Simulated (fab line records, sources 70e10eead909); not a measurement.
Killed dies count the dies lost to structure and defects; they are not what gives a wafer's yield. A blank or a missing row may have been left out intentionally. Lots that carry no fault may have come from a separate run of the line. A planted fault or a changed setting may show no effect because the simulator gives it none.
Which tool was responsible?	flow nand_harc	Sampling: 24 lots, 72 wafers, 5 of 1302 route steps

== WHAT THE GAUGES READ, wafer by wafer ==
NHARC_P_BONDPAD_OVL_MEAS_38. Usual: overlay_x_nm -1 nm, standard deviation 5.6; overlay_y_nm 0 nm, standard deviation 6.
lot	measured	on	overlay_x_nm (nm)	overlay_y_nm (nm)	flag
L074	day 6 13:57	overlay-02	4 4 3	-4 -3 -3	
L075	day 7 05:39	overlay-01	-7 -7 -7	-5 -5 -5	
L076	day 7 06:11	overlay-02	-8 -8 -8	5 4 4	
L077	day 7 22:10	overlay-02	10 10 10	3 3 3	
L078	day 8 02:58	overlay-02	-4 -4 -4	-2 -2 -2	
L079	day 8 14:05	overlay-01	-5 -4 -4	10 9 10	
L080	day 9 01:31	overlay-02	4 3 4	3 2 2	
L081	day 9 10:18	overlay-01	-7 -6 -7	-3 -3 -3	
L082	day 9 22:31	overlay-02	-2 -3 -3	-2 -2 -1	
L083	day 10 03:48	overlay-02	6 7 6	4 4 4	
L084	day 10 18:24	overlay-02	-2 -2 -1	6 6 5	
L085	day 10 22:52	overlay-01	-9 -9 -9	1 0 1	
L086	day 11 14:17	overlay-01	-4 -3 -4	8 8 8	
L087	day 11 23:05	overlay-02	-2 -2 -2	4 4 3	
L088	day 12 13:07	overlay-01	-4 -4 -3	4 4 4	
L089	day 13 09:10	overlay-01	2 2 2	4 5 4	
L090	day 13 10:21	overlay-02	-1 0 -1	-2 -3 -2	
L091	day 13 18:47	overlay-02	5 5 5	-16 -15 -15	
L093	day 14 08:39	overlay-01	1 1 0	-9 -9 -9	
L092	day 14 09:51	overlay-01	-15 -15 -15	-1 -1 -1	
L094	day 15 00:23	overlay-02	-6 -6 -6	4 3 4	
L095	day 15 15:32	overlay-02	3 3 3	9 8 8	
L096	day 15 18:52	overlay-02	6 6 6	-9 -9 -8	
L097	day 16 01:47	overlay-02	-1 0 0	-5 -5 -5	

NHARC_A_ONON_D1_INSPECT_32. Usual: raw_defect_count 75, standard deviation 26.
lot	measured	on	raw_defect_count	flag
L074	day 8 02:15	defect_inspect-02	37 49 52	
L075	day 8 21:10	defect_inspect-01	81 149 117	
L076	day 8 21:01	defect_inspect-01	100 47 59	
L077	day 9 13:08	defect_inspect-01	50 77 36	
L078	day 9 21:41	defect_inspect-01	76 86 71	
L079	day 10 07:35	defect_inspect-01	55 53 79	
L080	day 10 16:13	defect_inspect-02	109 83 102	
L081	day 11 04:14	defect_inspect-01	85 56 46	
L082	day 11 14:50	defect_inspect-02	46 54 62	
L083	day 11 18:56	defect_inspect-01	60 56 78	
L084	day 12 11:08	defect_inspect-02	91 66 58	
L085	day 12 11:16	defect_inspect-02	60 70 70	
L086	day 13 04:49	defect_inspect-01	113 54 119	
L087	day 13 20:29	defect_inspect-01	94 92 64	
L088	day 14 12:28	defect_inspect-02	62 66 73	
L089	day 15 06:11	defect_inspect-01	44 102 69	
L090	day 15 06:04	defect_inspect-02	43 106 118	
L091	day 15 10:41	defect_inspect-02	87 57 105	
L093	day 16 00:11	defect_inspect-02	80 49 44	
L092	day 16 00:07	defect_inspect-01	58 49 121	
L094	day 16 16:46	defect_inspect-02	83 53 50	
L095	day 17 08:16	defect_inspect-02	119 91 53	
L096	day 17 08:23	defect_inspect-02	59 64 100	
L097	day 17 17:29	defect_inspect-02	87 120 91	

== EACH LOT AND THE TOOL THAT RAN IT (in order: tool; ch and the chambers of the sampled wafers; start) ==
lot	NHARC_P_BONDPAD_ETCH_12	NHARC_P_BONDPAD_STRIP_15	NHARC_A_ZERO_WELL_ETCH_19
L074	rie_diel-08 ch 2,3, day 6 14:32 or earlier	rie_diel-01 ch 0,1,3, day 6 14:32	rie_diel-02 ch 0,2, day 6 18:09
L075	rie_diel-01 ch 0,1, day 7 06:10 or earlier	rie_diel-01 ch 1,2,3, day 7 06:10	rie_diel-06 ch 0,1,3, day 7 09:59
L076	rie_diel-04 ch 0,1,2, day 7 06:44 or earlier	rie_diel-01 ch 1,2,3, day 7 06:44	rie_diel-06 ch 0,1,2, day 7 10:20
L077	rie_diel-04 ch 1,2,3, day 7 22:40 or earlier	rie_diel-04 ch 0,2,3, day 7 22:40	rie_diel-06 ch 0,2,3, day 8 02:22
L078	rie_diel-04 ch 0,1, day 8 03:30 or earlier	rie_diel-01 ch 1,2,3, day 8 03:30	rie_diel-02 ch 1,2,3, day 8 07:06
L079	rie_diel-01 ch 0,2,3, day 8 15:02 or earlier	rie_diel-08 ch 0,2,3, day 8 15:02	rie_diel-06 ch 0,2,3, day 8 18:47
L080	rie_diel-04 ch 1,2,3, day 9 02:01 or earlier	rie_diel-01 ch 1,3, day 9 02:01	rie_diel-06 ch 1,2,3, day 9 05:44
L081	rie_diel-01 ch 1,2,3, day 9 10:52 or earlier	rie_diel-08 ch 0,1,3, day 9 10:52	rie_diel-06 ch 1,2, day 9 14:33
L082	rie_diel-08 ch 0,2, day 9 23:04 or earlier	rie_diel-04 ch 0,1, day 9 23:04	rie_diel-06 ch 0,2, day 10 02:50
L083	rie_diel-01 ch 0,2,3, day 10 04:20 or earlier	rie_diel-04 ch 0,1,3, day 10 04:20	rie_diel-06 ch 0,1,2, day 10 07:55
L084	rie_diel-04 ch 0,1,2, day 10 18:58 or earlier	rie_diel-08 ch 0,1,3, day 10 18:58	rie_diel-02 ch 0,1, day 10 22:47
L085	rie_diel-04 ch 0,1,3, day 10 23:24 or earlier	rie_diel-01 ch 0,3, day 10 23:24	rie_diel-13 ch 1,2,3, day 11 03:07
L086	rie_diel-01 ch 0,2,3, day 11 14:49 or earlier	rie_diel-01 ch 2,3, day 11 14:49	rie_diel-06 ch 0,1, day 11 18:31
L087	rie_diel-01 ch 0,2, day 11 23:29	rie_diel-04 ch 2,3, day 11 23:45	rie_diel-02 ch 1,2, day 12 03:31
L088	rie_diel-01 ch 1,2,3, day 12 13:39 or earlier	rie_diel-04 ch 0,2,3, day 12 13:39	rie_diel-02 ch 0,1,3, day 12 17:22
L089	rie_diel-04 ch 2,3, day 13 09:44 or earlier	rie_diel-04 ch 0,2,3, day 13 09:44	rie_diel-02 ch 0,1,2, day 13 13:24
L090	rie_diel-04 ch 0,2, day 13 10:58 or earlier	rie_diel-08 ch 0,2,3, day 13 10:58	rie_diel-13 ch 0,1,3, day 13 14:41
L091	rie_diel-04 ch 1,2, day 13 19:19 or earlier	rie_diel-08 ch 0,3, day 13 19:19	rie_diel-02 ch 0,3, day 13 23:02
L093	rie_diel-08 ch 1,3, day 14 09:14 or earlier	rie_diel-08 ch 0,1,3, day 14 09:14	rie_diel-06 ch 0,2,3, day 14 12:50
L092	rie_diel-01 ch 0,1, day 14 10:22 or earlier	rie_diel-04 ch 1,3, day 14 10:22	rie_diel-06 ch 0,1,3, day 14 14:05
L094	rie_diel-04 ch 0,1,2, day 15 00:53 or earlier	rie_diel-08 ch 0,2,3, day 15 00:53	rie_diel-02 ch 1,2,3, day 15 04:30
L095	rie_diel-04 ch 1,2, day 15 16:04 or earlier	rie_diel-01 ch 0,1,2, day 15 16:04	rie_diel-06 ch 1,2, day 15 19:44
L096	rie_diel-01 ch 0,3, day 15 19:27 or earlier	rie_diel-01 ch 2,3, day 15 19:27	rie_diel-06 ch 1,3, day 15 23:14
L097	rie_diel-01 ch 0,2,3, day 16 02:18 or earlier	rie_diel-08 ch 0,1,2, day 16 02:18	rie_diel-06 ch 0,2,3, day 16 05:53
- NHARC_P_BONDPAD_ETCH_12: etches the open film in CHF3/O2, target depth 200 nm, time 100 s.
- NHARC_P_BONDPAD_STRIP_15: strips in O2.
- NHARC_A_ZERO_WELL_ETCH_19: etches the open film in N2/H2, target depth 80 nm, overetch 24 nm, time 87.88 s.

== WHAT THE TOOLS THEMSELVES READ (means of the sampled wafers that have a number; where no wafer has one, the mark that the record gives instead) ==
NHARC_P_BONDPAD_ETCH_12. Usual: drypump_motor_current_A 5.6 A, standard deviation 0.45; oes_product_au 0.941 a.u., standard deviation 0.023; rf_vpp_V 371.4 V, standard deviation 2.3; showerhead_plenum_p_Torr 2.44 Torr, standard deviation 0.096; throttle_valve_pct 20.573 %, standard deviation 0.0092.
lot	tool	drypump_motor_current_A (A)	oes_product_au (a.u.)	rf_vpp_V (V)	showerhead_plenum_p_Torr (Torr)	throttle_valve_pct (%)	flag
L074	rie_diel-08	6.5	0.920	372.5	2.50	20.572	
L075	rie_diel-01	5.3	0.931	370.9	2.42	20.578	
L076	rie_diel-04	5.4	0.931	371.9	2.49	20.574	
L077	rie_diel-04	5.6	0.925	372.1	2.49	20.562	
L078	rie_diel-04	5.2	0.935	371.3	2.42	20.570	
L079	rie_diel-01	5.9	0.929	371.9	2.46	20.566	
L080	rie_diel-04	5.6	0.964	372.5	2.49	20.567	
L081	rie_diel-01	5.8	0.919	369.7	2.39	20.575	
L082	rie_diel-08	6.2	0.967	373.3	2.51	20.584	
L083	rie_diel-01	6.0	0.973	371.2	2.46	20.566	
L084	rie_diel-04	5.4	0.971	371.3	2.49	20.580	
L085	rie_diel-04	5.4	0.944	371.1	2.42	20.568	
L086	rie_diel-01	6.0	0.971	372.0	2.46	20.568	
L087	rie_diel-01	5.7	0.922	373.8	2.50	20.564	
L088	rie_diel-01	5.8	0.956	370.7	2.39	20.574	
L089	rie_diel-04	5.4	0.925	371.2	2.43	20.568	
L090	rie_diel-04	5.1	0.936	371.4	2.43	20.570	
L091	rie_diel-04	5.7	0.919	373.9	2.55	20.582	
L093	rie_diel-08	6.0	0.922	369.5	2.36	20.575	
L092	rie_diel-01	5.3	0.952	371.0	2.42	20.577	
L094	rie_diel-04	5.4	0.922	372.0	2.49	20.562	
L095	rie_diel-04	5.7	0.921	373.2	2.55	20.576	
L096	rie_diel-01	5.7	0.973	373.2	2.52	20.579	
L097	rie_diel-01	6.0	0.933	373.0	2.46	20.574	

NHARC_P_BONDPAD_STRIP_15. Usual: drypump_motor_current_A 5.7 A, standard deviation 0.47; oes_product_au 1.002 a.u., standard deviation 0.014; rf_vpp_V 57.8 V, standard deviation 0.87; showerhead_plenum_p_Torr 3.59 Torr, standard deviation 0.14; throttle_valve_pct 17.037 %, standard deviation 0.0095.
lot	tool	drypump_motor_current_A (A)	oes_product_au (a.u.)	rf_vpp_V (V)	showerhead_plenum_p_Torr (Torr)	throttle_valve_pct (%)	flag
L074	rie_diel-01	5.6	1.000	57.7	3.60	17.043	
L075	rie_diel-01	5.8	0.989	58.4	3.52	17.038	
L076	rie_diel-01	5.8	0.982	57.2	3.52	17.033	
L077	rie_diel-04	5.3	1.005	57.8	3.57	17.036	
L078	rie_diel-01	5.8	0.993	57.4	3.52	17.039	
L079	rie_diel-08	6.1	0.999	58.6	3.71	17.037	
L080	rie_diel-01	5.8	1.005	57.4	3.54	17.046	
L081	rie_diel-08	5.9	1.002	58.0	3.61	17.022	
L082	rie_diel-04	5.2	1.014	57.3	3.56	17.036	
L083	rie_diel-04	5.4	1.002	57.7	3.56	17.030	
L084	rie_diel-08	5.9	0.996	58.1	3.61	17.050	
L085	rie_diel-01	6.0	1.011	57.3	3.64	17.028	
L086	rie_diel-01	6.1	0.998	57.4	3.53	17.041	
L087	rie_diel-04	5.4	1.006	57.1	3.57	17.035	
L088	rie_diel-04	5.3	1.004	57.7	3.57	17.051	
L089	rie_diel-04	5.3	1.003	57.5	3.56	17.043	
L090	rie_diel-08	6.1	1.015	57.6	3.70	17.038	
L091	rie_diel-08	5.8	1.007	58.4	3.75	17.025	
L093	rie_diel-08	5.9	1.005	58.1	3.61	17.046	
L092	rie_diel-04	5.6	1.000	57.0	3.55	17.039	
L094	rie_diel-08	6.1	1.008	58.0	3.70	17.035	
L095	rie_diel-01	5.6	1.001	58.2	3.57	17.040	
L096	rie_diel-01	6.2	1.012	58.1	3.55	17.033	
L097	rie_diel-08	6.0	0.999	57.6	3.59	17.045	

NHARC_A_ZERO_WELL_ETCH_19. Usual: drypump_motor_current_A 5.7 A, standard deviation 0.4; oes_product_au 1.002 a.u., standard deviation 0.012; rf_vpp_V 430.5 V, standard deviation 2.2; showerhead_plenum_p_Torr 2.03 Torr, standard deviation 0.068; throttle_valve_pct 14.172 %, standard deviation 0.0092.
lot	tool	drypump_motor_current_A (A)	oes_product_au (a.u.)	rf_vpp_V (V)	showerhead_plenum_p_Torr (Torr)	throttle_valve_pct (%)	flag
L074	rie_diel-02	5.8	0.986	430.6	2.02	14.163	
L075	rie_diel-06	5.6	1.014	429.6	2.01	14.174	
L076	rie_diel-06	6.0	1.010	430.4	2.04	14.175	
L077	rie_diel-06	5.7	0.994	428.3	1.99	14.162	
L078	rie_diel-02	5.6	1.006	430.6	2.06	14.167	
L079	rie_diel-06	5.7	1.002	428.9	1.99	14.164	
L080	rie_diel-06	5.7	1.015	429.1	2.03	14.171	
L081	rie_diel-06	6.1	1.015	431.9	2.05	14.181	
L082	rie_diel-06	6.1	1.010	430.3	2.02	14.170	
L083	rie_diel-06	6.0	1.006	430.3	2.04	14.178	
L084	rie_diel-02	5.3	1.003	432.0	2.07	14.171	
L085	rie_diel-13	6.2	0.993	428.1	1.95	14.167	
L086	rie_diel-06	5.9	1.003	430.4	2.02	14.175	
L087	rie_diel-02	5.7	0.989	428.5	1.99	14.166	
L088	rie_diel-02	5.4	0.997	432.4	2.11	14.171	
L089	rie_diel-02	5.5	0.993	430.7	2.04	14.168	
L090	rie_diel-13	6.1	1.005	427.8	1.96	14.172	
L091	rie_diel-02	5.5	1.005	433.9	2.14	14.171	
L093	rie_diel-06	5.7	1.001	429.2	1.99	14.174	
L092	rie_diel-06	5.6	0.997	430.0	2.01	14.179	
L094	rie_diel-02	5.6	1.004	431.4	2.05	14.174	
L095	rie_diel-06	6.1	1.000	431.1	2.05	14.177	
L096	rie_diel-06	5.3	1.007	428.3	2.00	14.177	
L097	rie_diel-06	5.7	1.009	429.6	1.99	14.172	

== THE ANSWER, worked out from the rows above alone ==
Rule: lot off if the mean of its wafers having a number is beyond 3 standard deviations from the usual mean. Also off: a lot with no number at a reading for which 4 or more lots have one. All remaining lots with rows at the step are treated as sound. After the gauges, taken in route order, come the tools' own readings; for these a lot's mean is taken, as printed above. The first step at which some lot is off is used, and at that step the reading that is off furthest; a lot without a number counts as furthest.
No lot is off on any of the readings shown, so nothing can be concluded from this.

== WHAT THE SIMULATOR HAD INSERTED ==
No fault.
